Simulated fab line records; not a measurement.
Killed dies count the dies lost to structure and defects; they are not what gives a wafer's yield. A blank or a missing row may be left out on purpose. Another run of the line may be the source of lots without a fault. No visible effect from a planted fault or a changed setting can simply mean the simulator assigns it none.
fab line records || flow n5Finfet
record {"lots": 7, "wafers": 21}
route steps=1938 shown PASSIVATION@1923
startH: hours from the record's first day to the start of the lot's first wafer shown || waitH: hours from the lot's prior step to this one || " identical to the entry in the row above || L1.1+2: a single row standing in for several wafers || - no value, or no start was given || * or withheld: withheld || < > ~ a bound
route shown NAME@n: names a module that has steps shown in the file, with the first one's number in the route || usual: mean/standard deviation taken from wafers without a fault || same: alike in all rows || chamber/n: place in a boat || sites: the reading at each site || _std_site: their standard deviation || _edge_site: inner sites' mean taken away from outer sites' mean || radiusMm: how far each site lies from the wafer's centre || mask NAME#n: copy n || behind: the most recent tool/chamber to have shaped the wafer || hold: reason for holding the lot/hours on hold/outcome of the hold || device: whichever transistor did not switch (one of n, p or np) || end of line: the tests these same wafers got at the end of their route || a step given without rows: its recipe and nothing more || killed: count of dies lost to structure and defects at first sort (not the wafer's yield) || map: the dies of a wafer, with x for killed, . for not killed, _ for no die there
set.NAME: the setting that was run; set.NAME@STEP: the one run at that earlier step || model.NAME: the simulator's own value behind a step, which no gauge read
lots run with intentionally changed settings; tables by step, rows by wafer
## steps
# step N5_PASSIVATION_DEVELOP_43
# recipe {"developTimeS": 60, "rinseLiquid": "diw", "dry": "airSpin", "devTempC": 21}
{"lot.wafer": "L076.2", "tool": "lithoTrack-01", "chamber": 0, "startH": "-", "waitH": "-", "set.developTimeS": 54.22}
{"lot.wafer": "L076.4+5", "tool": "lithoTrack-01", "chamber": 0, "startH": "-", "waitH": "-", "set.developTimeS": 60}
{"lot.wafer": "L078.2", "tool": "lithoTrack-01", "chamber": 0, "startH": "-", "waitH": "-", "set.developTimeS": 60}
{"lot.wafer": "L078.3+4", "tool": "lithoTrack-01", "chamber": 0, "startH": "-", "waitH": "-", "set.developTimeS": 47.88}
{"lot.wafer": "L079.4+6", "tool": "lithoTrack-03", "chamber": 0, "startH": "-", "waitH": "-", "set.developTimeS": 53.33}
{"lot.wafer": "L079.5", "tool": "lithoTrack-03", "chamber": 0, "startH": "-", "waitH": "-", "set.developTimeS": 60}
{"lot.wafer": "L081.1+2", "tool": "lithoTrack-04", "chamber": 0, "startH": "-", "waitH": "-", "set.developTimeS": 60}
{"lot.wafer": "L081.6", "tool": "lithoTrack-04", "chamber": 0, "startH": "-", "waitH": "-", "set.developTimeS": 51.51}
{"lot.wafer": "L083.3+4+5", "tool": "lithoTrack-03", "chamber": 0, "startH": "-", "waitH": "-", "set.developTimeS": 60}
{"lot.wafer": "L084.2+3+6", "tool": "lithoTrack-04", "chamber": 0, "startH": "-", "waitH": "-", "set.developTimeS": 60}
{"lot.wafer": "L096.2+5", "tool": "lithoTrack-01", "chamber": 0, "startH": "-", "waitH": "-", "set.developTimeS": 52.59}
{"lot.wafer": "L096.4", "tool": "lithoTrack-01", "chamber": 0, "startH": "-", "waitH": "-", "set.developTimeS": 60}
# step N5_PASSIVATION_HARDBAKE_45
# recipe {"tempC": 130, "timeS": 120}
# step N5_PASSIVATION_CD_MEAS_44
# recipe {"targetCdNm": 40000, "landingEnergyEv": 500, "detector": "seInlens"}
# usual {"cdNm": "40000/2.8"}
{"lot.wafer": "L076.2", "tool": "cdSem-03", "chamber": 0, "startH": 306.48, "waitH": "-", "set.developTimeS@PASSIVATION_DEVELOP_43": 54.22, "cdNm": 39994}
{"lot.wafer": "L076.4", "tool": "cdSem-03", "chamber": 0, "startH": 306.48, "waitH": "-", "set.developTimeS@PASSIVATION_DEVELOP_43": 60, "cdNm": 40000}
{"lot.wafer": "L076.5", "tool": "cdSem-03", "chamber": 0, "startH": 306.48, "waitH": "-", "set.developTimeS@PASSIVATION_DEVELOP_43": 60, "cdNm": 39998}
{"lot.wafer": "L078.2", "tool": "cdSem-02", "chamber": 0, "startH": 306.72, "waitH": "-", "set.developTimeS@PASSIVATION_DEVELOP_43": 60, "cdNm": 40002}
{"lot.wafer": "L078.3", "tool": "cdSem-02", "chamber": 0, "startH": 306.72, "waitH": "-", "set.developTimeS@PASSIVATION_DEVELOP_43": 47.88, "cdNm": 39988}
{"lot.wafer": "L078.4", "tool": "cdSem-02", "chamber": 0, "startH": 306.72, "waitH": "-", "set.developTimeS@PASSIVATION_DEVELOP_43": 47.88, "cdNm": 39987}
{"lot.wafer": "L079.4", "tool": "cdSem-03", "chamber": 0, "startH": 314.34, "waitH": "-", "set.developTimeS@PASSIVATION_DEVELOP_43": 53.33, "cdNm": 39992}
{"lot.wafer": "L079.5", "tool": "cdSem-03", "chamber": 0, "startH": 314.34, "waitH": "-", "set.developTimeS@PASSIVATION_DEVELOP_43": 60, "cdNm": 39999}
{"lot.wafer": "L079.6", "tool": "cdSem-03", "chamber": 0, "startH": 314.34, "waitH": "-", "set.developTimeS@PASSIVATION_DEVELOP_43": 53.33, "cdNm": 39995}
{"lot.wafer": "L081.1", "tool": "cdSem-03", "chamber": 0, "startH": 315.22, "waitH": "-", "set.developTimeS@PASSIVATION_DEVELOP_43": 60, "cdNm": 39992}
{"lot.wafer": "L081.2", "tool": "cdSem-03", "chamber": 0, "startH": 315.22, "waitH": "-", "set.developTimeS@PASSIVATION_DEVELOP_43": 60, "cdNm": 39994}
{"lot.wafer": "L081.6", "tool": "cdSem-03", "chamber": 0, "startH": 315.22, "waitH": "-", "set.developTimeS@PASSIVATION_DEVELOP_43": 51.51, "cdNm": 39989}
{"lot.wafer": "L083.3", "tool": "cdSem-02", "chamber": 0, "startH": 329.10, "waitH": "-", "set.developTimeS@PASSIVATION_DEVELOP_43": 60, "cdNm": 40003}
{"lot.wafer": "L083.4", "tool": "cdSem-02", "chamber": 0, "startH": 329.10, "waitH": "-", "set.developTimeS@PASSIVATION_DEVELOP_43": 60, "cdNm": 40003}
{"lot.wafer": "L083.5", "tool": "cdSem-02", "chamber": 0, "startH": 329.10, "waitH": "-", "set.developTimeS@PASSIVATION_DEVELOP_43": 60, "cdNm": 40005}
{"lot.wafer": "L084.2", "tool": "cdSem-03", "chamber": 0, "startH": 332.32, "waitH": "-", "set.developTimeS@PASSIVATION_DEVELOP_43": 60, "cdNm": 40001}
{"lot.wafer": "L084.3", "tool": "cdSem-03", "chamber": 0, "startH": 332.32, "waitH": "-", "set.developTimeS@PASSIVATION_DEVELOP_43": 60, "cdNm": 39999}
{"lot.wafer": "L084.6", "tool": "cdSem-03", "chamber": 0, "startH": 332.32, "waitH": "-", "set.developTimeS@PASSIVATION_DEVELOP_43": 60, "cdNm": 39995}
{"lot.wafer": "L096.2", "tool": "cdSem-03", "chamber": 0, "startH": 401.86, "waitH": "-", "set.developTimeS@PASSIVATION_DEVELOP_43": 52.59, "cdNm": 39994}
{"lot.wafer": "L096.4", "tool": "cdSem-03", "chamber": 0, "startH": 401.86, "waitH": "-", "set.developTimeS@PASSIVATION_DEVELOP_43": 60, "cdNm": 39996}
{"lot.wafer": "L096.5", "tool": "cdSem-03", "chamber": 0, "startH": 401.86, "waitH": "-", "set.developTimeS@PASSIVATION_DEVELOP_43": 52.59, "cdNm": 39990}
# step N5_PASSIVATION_SRD_72
# recipe {"dry": "ipaMarangoni", "timeS": 30, "tempC": 23, "rinseLiquid": "diw"}
# step N5_PASSIVATION_ANNEAL_56
# recipe {"tempC": 400, "timeS": 1800, "ambient": "FGA", "idleTempC": 300, "rampUpCPerMin": 5, "rampDownCPerMin": 3}
# step N5_PASSIVATION_PROBE_49
# usual {"defectLimitedYield": "91.3/1.4", "killed_at_M0_to_M3": "33/10", "killed_at_M4_up": "15/6.1", "killedAtContacts": "12/6.7", "killedAtFrontEnd": "39/11", "killedAtOther": "4/3.3", "killedDies": "103/16", "killedOpen": "68/12", "killedShort": "34/7.2", "sort_bin_5_function": "5.1/0.88", "sort_bin_6_memory": "3.3/0.67", "sortNPass": "1077/16", "sortYieldPct": "91.3/1.4"}
# same {"grossDies": 1180, "killedAtBackSide": 0, "sort_bin_4_leakage[%]": 0, "sort_bin_8_speed[%]": 0}
{"lot.wafer": "L076.2", "tool": "prober-02", "chamber": "-", "startH": 309.95, "waitH": 0.1, "set.timeS@PASSIVATION_PECVD_53": 169.4, "defectLimitedYield[%]": 75.5, "killed_at_M0_to_M3": 32, "killed_at_M4_up": 216, "killedAtContacts": 13, "killedAtFrontEnd": 26, "killedAtOther": 2, "killedDies": 289, "killedOpen": 60, "killedShort": 23, "sort_bin_5_function[%]": 14.4, "sort_bin_6_memory[%]": 8.6, "sortNPass": 891, "sortYieldPct[%]": 75.5}
{"lot.wafer": "L076.4", "tool": "prober-02", "chamber": "-", "startH": 310.05, "waitH": 0.2, "set.timeS@PASSIVATION_PECVD_53": 182, "defectLimitedYield[%]": 70.2, "killed_at_M0_to_M3": 39, "killed_at_M4_up": 17, "killedAtContacts": 18, "killedAtFrontEnd": 42, "killedAtOther": 236, "killedDies": 352, "killedOpen": 83, "killedShort": 33, "sort_bin_5_function[%]": 25.5, "sort_bin_6_memory[%]": 4.2, "sortNPass": 828, "sortYieldPct[%]": 70.2}
{"lot.wafer": "L076.5", "tool": "prober-02", "chamber": "-", "startH": 310.10, "waitH": 0.2, "set.timeS@PASSIVATION_PECVD_53": 169.4, "defectLimitedYield[%]": 71.9, "killed_at_M0_to_M3": 54, "killed_at_M4_up": 222, "killedAtContacts": 11, "killedAtFrontEnd": 40, "killedAtOther": 5, "killedDies": 332, "killedOpen": 77, "killedShort": 41, "sort_bin_5_function[%]": 16.4, "sort_bin_6_memory[%]": 10.1, "sortNPass": 848, "sortYieldPct[%]": 71.9}
{"lot.wafer": "L078.2", "tool": "prober-01", "chamber": "-", "startH": 310.10, "waitH": 0.1, "set.timeS@PASSIVATION_PECVD_53": 169.4, "defectLimitedYield[%]": 80.0, "killed_at_M0_to_M3": 42, "killed_at_M4_up": 121, "killedAtContacts": 7, "killedAtFrontEnd": 61, "killedAtOther": 5, "killedDies": 236, "killedOpen": 75, "killedShort": 53, "sort_bin_5_function[%]": 11.2, "sort_bin_6_memory[%]": 8.1, "sortNPass": 944, "sortYieldPct[%]": 80.0}
{"lot.wafer": "L078.3", "tool": "prober-01", "chamber": "-", "startH": 310.15, "waitH": 0.1, "set.timeS@PASSIVATION_PECVD_53": 169.4, "defectLimitedYield[%]": 79.9, "killed_at_M0_to_M3": 42, "killed_at_M4_up": 141, "killedAtContacts": 4, "killedAtFrontEnd": 46, "killedAtOther": 4, "killedDies": 237, "killedOpen": 69, "killedShort": 44, "sort_bin_5_function[%]": 11.8, "sort_bin_6_memory[%]": 7.1, "sortNPass": 943, "sortYieldPct[%]": 79.9}
{"lot.wafer": "L078.4", "tool": "prober-01", "chamber": "-", "startH": 310.20, "waitH": 0.2, "set.timeS@PASSIVATION_PECVD_53": 180, "defectLimitedYield[%]": 83.1, "killed_at_M0_to_M3": 36, "killed_at_M4_up": 11, "killedAtContacts": 6, "killedAtFrontEnd": 49, "killedAtOther": 98, "killedDies": 200, "killedOpen": 75, "killedShort": 29, "sort_bin_5_function[%]": 13.1, "sort_bin_6_memory[%]": 3.6, "sortNPass": 980, "sortYieldPct[%]": 83.1}
{"lot.wafer": "L079.4", "tool": "prober-02", "chamber": "-", "startH": 317.63, "waitH": 0.2, "set.timeS@PASSIVATION_PECVD_53": 169.4, "defectLimitedYield[%]": 87.0, "killed_at_M0_to_M3": 46, "killed_at_M4_up": 26, "killedAtContacts": 19, "killedAtFrontEnd": 54, "killedAtOther": 8, "killedDies": 153, "killedOpen": 85, "killedShort": 45, "sort_bin_5_function[%]": 7.0, "sort_bin_6_memory[%]": 5.1, "sortNPass": 1027, "sortYieldPct[%]": 87.0}
{"lot.wafer": "L079.5", "tool": "prober-02", "chamber": "-", "startH": 317.68, "waitH": 0.2, "set.timeS@PASSIVATION_PECVD_53": 169.4, "defectLimitedYield[%]": 89.9, "killed_at_M0_to_M3": 20, "killed_at_M4_up": 18, "killedAtContacts": 25, "killedAtFrontEnd": 55, "killedAtOther": 1, "killedDies": 119, "killedOpen": 69, "killedShort": 36, "sort_bin_5_function[%]": 5.4, "sort_bin_6_memory[%]": 3.3, "sortNPass": 1061, "sortYieldPct[%]": 89.9}
{"lot.wafer": "L079.6", "tool": "prober-02", "chamber": "-", "startH": 317.73, "waitH": 0.3, "set.timeS@PASSIVATION_PECVD_53": 169.4, "defectLimitedYield[%]": 92.5, "killed_at_M0_to_M3": 16, "killed_at_M4_up": 20, "killedAtContacts": 16, "killedAtFrontEnd": 35, "killedAtOther": 2, "killedDies": 89, "killedOpen": 56, "killedShort": 22, "sort_bin_5_function[%]": 4.3, "sort_bin_6_memory[%]": 2.2, "sortNPass": 1091, "sortYieldPct[%]": 92.5}
{"lot.wafer": "L081.1", "tool": "prober-02", "chamber": "-", "startH": 329.17, "waitH": 0.0, "set.timeS@PASSIVATION_PECVD_53": 169.4, "defectLimitedYield[%]": 89.6, "killed_at_M0_to_M3": 34, "killed_at_M4_up": 14, "killedAtContacts": 7, "killedAtFrontEnd": 63, "killedAtOther": 5, "killedDies": 123, "killedOpen": 81, "killedShort": 42, "sort_bin_5_function[%]": 6.4, "sort_bin_6_memory[%]": 3.7, "sortNPass": 1057, "sortYieldPct[%]": 89.6}
{"lot.wafer": "L081.2", "tool": "prober-02", "chamber": "-", "startH": 329.22, "waitH": 0.1, "set.timeS@PASSIVATION_PECVD_53": 162.7, "defectLimitedYield[%]": 90.3, "killed_at_M0_to_M3": 26, "killed_at_M4_up": 26, "killedAtContacts": 4, "killedAtFrontEnd": 57, "killedAtOther": 1, "killedDies": 114, "killedOpen": 87, "killedShort": 27, "sort_bin_5_function[%]": 5.6, "sort_bin_6_memory[%]": 3.9, "sortNPass": 1066, "sortYieldPct[%]": 90.3}
{"lot.wafer": "L081.6", "tool": "prober-02", "chamber": "-", "startH": 329.42, "waitH": 0.3, "set.timeS@PASSIVATION_PECVD_53": 162.7, "defectLimitedYield[%]": 90.4, "killed_at_M0_to_M3": 31, "killed_at_M4_up": 28, "killedAtContacts": 7, "killedAtFrontEnd": 47, "killedAtOther": 0, "killedDies": 113, "killedOpen": 77, "killedShort": 35, "sort_bin_5_function[%]": 4.8, "sort_bin_6_memory[%]": 4.3, "sortNPass": 1067, "sortYieldPct[%]": 90.4}
{"lot.wafer": "L083.3", "tool": "prober-02", "chamber": "-", "startH": 332.33, "waitH": 0.1, "set.timeS@PASSIVATION_PECVD_53": 146.8, "defectLimitedYield[%]": 90.8, "killed_at_M0_to_M3": 48, "killed_at_M4_up": 11, "killedAtContacts": 21, "killedAtFrontEnd": 25, "killedAtOther": 3, "killedDies": 108, "killedOpen": 66, "killedShort": 39, "sort_bin_5_function[%]": 5.6, "sort_bin_6_memory[%]": 3.1, "sortNPass": 1072, "sortYieldPct[%]": 90.8}
{"lot.wafer": "L083.4", "tool": "prober-02", "chamber": "-", "startH": 332.38, "waitH": 0.2, "set.timeS@PASSIVATION_PECVD_53": 146.8, "defectLimitedYield[%]": 91.1, "killed_at_M0_to_M3": 52, "killed_at_M4_up": 8, "killedAtContacts": 16, "killedAtFrontEnd": 26, "killedAtOther": 3, "killedDies": 105, "killedOpen": 59, "killedShort": 45, "sort_bin_5_function[%]": 5.0, "sort_bin_6_memory[%]": 3.5, "sortNPass": 1075, "sortYieldPct[%]": 91.1}
{"lot.wafer": "L083.5", "tool": "prober-02", "chamber": "-", "startH": 332.43, "waitH": 0.2, "set.timeS@PASSIVATION_PECVD_53": 169.4, "defectLimitedYield[%]": 92.9, "killed_at_M0_to_M3": 25, "killed_at_M4_up": 8, "killedAtContacts": 17, "killedAtFrontEnd": 30, "killedAtOther": 4, "killedDies": 84, "killedOpen": 58, "killedShort": 26, "sort_bin_5_function[%]": 4.1, "sort_bin_6_memory[%]": 2.8, "sortNPass": 1096, "sortYieldPct[%]": 92.9}
{"lot.wafer": "L084.2", "tool": "prober-02", "chamber": "-", "startH": 335.51, "waitH": 0.1, "set.timeS@PASSIVATION_PECVD_53": 169.4, "defectLimitedYield[%]": 91.4, "killed_at_M0_to_M3": 39, "killed_at_M4_up": 13, "killedAtContacts": 11, "killedAtFrontEnd": 37, "killedAtOther": 1, "killedDies": 101, "killedOpen": 51, "killedShort": 47, "sort_bin_5_function[%]": 5.1, "sort_bin_6_memory[%]": 2.9, "sortNPass": 1079, "sortYieldPct[%]": 91.4}
{"lot.wafer": "L084.3", "tool": "prober-02", "chamber": "-", "startH": 335.56, "waitH": 0.1, "set.timeS@PASSIVATION_PECVD_53": 169.4, "defectLimitedYield[%]": 92.3, "killed_at_M0_to_M3": 40, "killed_at_M4_up": 11, "killedAtContacts": 6, "killedAtFrontEnd": 31, "killedAtOther": 3, "killedDies": 91, "killedOpen": 65, "killedShort": 26, "sort_bin_5_function[%]": 4.2, "sort_bin_6_memory[%]": 3.3, "sortNPass": 1089, "sortYieldPct[%]": 92.3}
{"lot.wafer": "L084.6", "tool": "prober-02", "chamber": "-", "startH": 335.71, "waitH": 0.3, "set.timeS@PASSIVATION_PECVD_53": 169.4, "defectLimitedYield[%]": 93.1, "killed_at_M0_to_M3": 41, "killed_at_M4_up": 10, "killedAtContacts": 2, "killedAtFrontEnd": 25, "killedAtOther": 4, "killedDies": 82, "killedOpen": 50, "killedShort": 30, "sort_bin_5_function[%]": 4.3, "sort_bin_6_memory[%]": 2.2, "sortNPass": 1098, "sortYieldPct[%]": 93.1}
{"lot.wafer": "L096.2", "tool": "prober-01", "chamber": "-", "startH": 405.04, "waitH": 0.1, "set.timeS@PASSIVATION_PECVD_53": 169.4, "defectLimitedYield[%]": 91.7, "killed_at_M0_to_M3": 22, "killed_at_M4_up": 19, "killedAtContacts": 15, "killedAtFrontEnd": 29, "killedAtOther": 13, "killedDies": 98, "killedOpen": 66, "killedShort": 32, "sort_bin_5_function[%]": 4.7, "sort_bin_6_memory[%]": 3.2, "sortNPass": 1082, "sortYieldPct[%]": 91.7}
{"lot.wafer": "L096.4", "tool": "prober-01", "chamber": "-", "startH": 405.14, "waitH": 0.2, "set.timeS@PASSIVATION_PECVD_53": 169.4, "defectLimitedYield[%]": 90.7, "killed_at_M0_to_M3": 39, "killed_at_M4_up": 19, "killedAtContacts": 14, "killedAtFrontEnd": 25, "killedAtOther": 13, "killedDies": 110, "killedOpen": 74, "killedShort": 36, "sort_bin_5_function[%]": 5.4, "sort_bin_6_memory[%]": 3.5, "sortNPass": 1070, "sortYieldPct[%]": 90.7}
{"lot.wafer": "L096.5", "tool": "prober-01", "chamber": "-", "startH": 405.19, "waitH": 0.2, "set.timeS@PASSIVATION_PECVD_53": 169.4, "defectLimitedYield[%]": 91.6, "killed_at_M0_to_M3": 35, "killed_at_M4_up": 23, "killedAtContacts": 4, "killedAtFrontEnd": 29, "killedAtOther": 8, "killedDies": 99, "killedOpen": 75, "killedShort": 23, "sort_bin_5_function[%]": 5.1, "sort_bin_6_memory[%]": 3.2, "sortNPass": 1081, "sortYieldPct[%]": 91.6}
# killed by level:class
L076.2 BEOL_M5:areaExpose=201 MOL_CONTACT_COAG:geometricParticle:open=9 BEOL_M3:geometricParticle:open=8 DUMMY_GATE:geometricParticle:open=7 BEOL_M1:geometricParticle:open=7 FIN_SAQP:geometricParticle:short=5 BEOL_M0:geometricParticle:open=5 FIN_SAQP:geometricParticle:open=4
L076.4 PASSIVATION:areaPecvd=235 BEOL_M2:geometricParticle:open=15 MOL_CONTACT_COAG:geometricParticle:open=14 FIN_SAQP:geometricParticle:open=11 FIN_SAQP:geometricParticle:short=9 BEOL_M0_SAQP:geometricParticle:open=7 BEOL_M1:geometricParticle:open=7 GATE_CUT:geometricParticle:short=6
L078.2 BEOL_M5:areaExpose=107 FIN_SAQP:geometricParticle:short=14 BEOL_M0_SAQP:geometricParticle:short=13 FIN_SAQP:geometricParticle:open=11 BEOL_M0_SAQP:geometricParticle:open=11 GATE_CUT:geometricParticle:short=7 ILD0:geometricParticle:open=6 MOL_CONTACT_COAG:geometricParticle:open=6
L076.5 BEOL_M5:areaExpose=211 BEOL_M0_SAQP:geometricParticle:open=19 BEOL_M0_SAQP:geometricParticle:short=11 STI_FIN_REVEAL:geometricParticle:open=10 MOL_CONTACT_COAG:geometricParticle:open=8 FIN_SAQP:geometricParticle:short=7 BEOL_M1:geometricParticle:open=7 BEOL_M3:geometricParticle:open=7
L078.3 BEOL_M5:areaExpose=121 FIN_SAQP:geometricParticle:open=16 BEOL_M0_SAQP:geometricParticle:short=12 BEOL_M0_SAQP:geometricParticle:open=10 FIN_SAQP:geometricParticle:short=9 GATE_CUT:geometricParticle:short=8 BEOL_M3:geometricParticle:open=7 BEOL_M1:geometricParticle:open=6
L078.4 PASSIVATION:areaPecvd=95 FIN_SAQP:geometricParticle:open=16 BEOL_M1:geometricParticle:open=15 FIN_SAQP:geometricParticle:short=8 STI_FIN_REVEAL:geometricParticle:open=5 MOL_CONTACT_COAG:geometricParticle:open=5 BEOL_M0_SAQP:geometricParticle:open=5 BEOL_M0:geometricParticle:open=5
L079.4 MOL_CONTACT_COAG:geometricParticle:open=17 STI_FIN_REVEAL:geometricParticle:open=16 BEOL_M0_SAQP:geometricParticle:open=16 BEOL_M0_SAQP:geometricParticle:short=15 BEOL_M5:areaExpose=14 FIN_SAQP:geometricParticle:open=9 GATE_CUT:geometricParticle:short=6 BEOL_M3:geometricParticle:open=6
L079.5 MOL_CONTACT_COAG:geometricParticle:open=21 STI_FIN_REVEAL:geometricParticle:open=13 WELL_APT:areaPeb=10 FIN_SAQP:geometricParticle:open=5 FIN_SAQP:geometricParticle:short=5 DUMMY_GATE:geometricParticle:open=5 BEOL_M0_SAQP:geometricParticle:short=5 BEOL_M3:geometricParticle:open=4
L079.6 MOL_CONTACT_COAG:geometricParticle:open=16 STI_FIN_REVEAL:geometricParticle:open=10 BEOL_M11:areaExpose=10 GATE_CUT:geometricParticle:short=9 BEOL_M0_SAQP:geometricParticle:open=7 FIN_SAQP:geometricParticle:open=5 DUMMY_GATE:geometricParticle:open=3 BEOL_M0_SAQP:geometricParticle:short=3
L081.1 FIN_SAQP:geometricParticle:open=26 FIN_SAQP:geometricParticle:short=12 BEOL_M0_SAQP:geometricParticle:short=9 MOL_CONTACT_COAG:geometricParticle:open=7 BEOL_M2:geometricParticle:open=7 BEOL_M3:geometricParticle:open=7 BEOL_M4:geometricParticle:open=6 GATE_CUT:geometricParticle:short=5
L081.2 FIN_SAQP:geometricParticle:open=16 BEOL_M4:geometricParticle:open=14 STI_FIN_REVEAL:geometricParticle:open=12 FIN_SAQP:geometricParticle:short=9 BEOL_M0:geometricParticle:open=7 BEOL_M8:geometricParticle:open=6 BEOL_M1:geometricParticle:open=4 BEOL_M2:geometricParticle:open=4
L081.6 BEOL_M4:geometricParticle:open=18 FIN_SAQP:geometricParticle:open=11 GATE_CUT:geometricParticle:short=8 FIN_SAQP:geometricParticle:short=7 MOL_CONTACT_COAG:geometricParticle:open=6 BEOL_M0_SAQP:geometricParticle:short=6 BEOL_M1:geometricParticle:open=6 BEOL_M3:geometricParticle:open=6
L083.3 MOL_CONTACT_COAG:geometricParticle:open=17 BEOL_M0_SAQP:geometricParticle:short=13 DUMMY_GATE:geometricParticle:open=7 BEOL_M0_SAQP:geometricParticle:open=7 BEOL_M3:geometricParticle:open=7 BEOL_M0:geometricParticle:open=6 BEOL_M3:geometricParticle:short=6 BEOL_M4:geometricParticle:open=5
L083.4 BEOL_M0_SAQP:geometricParticle:open=15 BEOL_M0_SAQP:geometricParticle:short=14 BEOL_M3:geometricParticle:open=10 MOL_CONTACT_COAG:geometricParticle:open=9 MOL_CONTACT_COAG:geometricParticle:short=7 FIN_SAQP:geometricParticle:short=5 DUMMY_GATE:geometricParticle:open=5 STARTING-WAFER:geometricParticle:short=5
L083.5 MOL_CONTACT_COAG:geometricParticle:open=15 BEOL_M0_SAQP:geometricParticle:open=10 DUMMY_GATE:geometricParticle:open=7 BEOL_M0:geometricParticle:open=6 FIN_SAQP:geometricParticle:short=5 STARTING-WAFER:geometricParticle:short=5 BEOL_M0_SAQP:geometricParticle:short=4 BEOL_M9:geometricParticle:open=3
L084.2 BEOL_M2:geometricParticle:open=15 FIN_SAQP:geometricParticle:short=6 ILD0:geometricParticle:short=6 MOL_CONTACT_COAG:geometricParticle:short=6 BEOL_M0_SAQP:geometricParticle:short=6 GATE_CUT:geometricParticle:short=5 MOL_CONTACT_COAG:geometricParticle:open=5 BEOL_M7:geometricParticle:open=5
L084.3 BEOL_M2:geometricParticle:open=12 FIN_SAQP:geometricParticle:open=10 BEOL_M0_SAQP:geometricParticle:short=9 BEOL_M0_SAQP:geometricParticle:open=7 MOL_CONTACT_COAG:geometricParticle:open=6 BEOL_M3:geometricParticle:open=5 FIN_SAQP:geometricParticle:short=4 DUMMY_GATE:geometricParticle:open=4
L084.6 BEOL_M3:geometricParticle:open=11 BEOL_M0_SAQP:geometricParticle:open=9 BEOL_M0_SAQP:geometricParticle:short=9 FIN_SAQP:geometricParticle:open=6 BEOL_M2:geometricParticle:open=4 FIN_SAQP:geometricParticle:short=3 GATE_CUT:geometricParticle:open=3 BEOL_M11:geometricParticle:open=3
L096.2 BEOL_M4:geometricParticle:open=13 MOL_CONTACT_COAG:geometricParticle:open=12 STI_FIN_REVEAL:geometricParticle:open=8 FIN_SAQP:geometricParticle:short=7 BEOL_M0_SAQP:geometricParticle:open=5 DUMMY_GATE:geometricParticle:open=4 BEOL_M2:geometricParticle:open=4 BEOL_M3:geometricParticle:open=4
L096.4 BEOL_M0_SAQP:geometricParticle:open=14 BEOL_M0_SAQP:geometricParticle:short=12 MOL_CONTACT_COAG:geometricParticle:open=10 FIN_SAQP:geometricParticle:open=9 BEOL_M4:geometricParticle:open=9 PASS1_CAP:geometricParticle:open=6 BEOL_M1:geometricParticle:open=5 STI_FIN_REVEAL:geometricParticle:open=4
L096.5 BEOL_M4:geometricParticle:open=16 BEOL_M2:geometricParticle:open=12 BEOL_M0_SAQP:geometricParticle:open=7 BEOL_M3:geometricParticle:open=7 FIN_SAQP:geometricParticle:short=5 FIN_SAQP:geometricParticle:open=5 GATE_CUT:geometricParticle:short=5 BEOL_M1:geometricParticle:open=4
## key
split {"step": "N5_PASSIVATION_DEVELOP_43", "setting": "developTimeS", "stated": 60, "by": "wafer"}
response {"step": "N5_PASSIVATION_CD_MEAS_44", "reading": "cdNm", "change": "+0.518", "per": "1%", "r": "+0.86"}
split outsideThisFile step=N5_PASSIVATION_PECVD_53 setting=timeS
# split outsideThisFile: this setting was split too, and the file shows its column; the key of that split is in another file
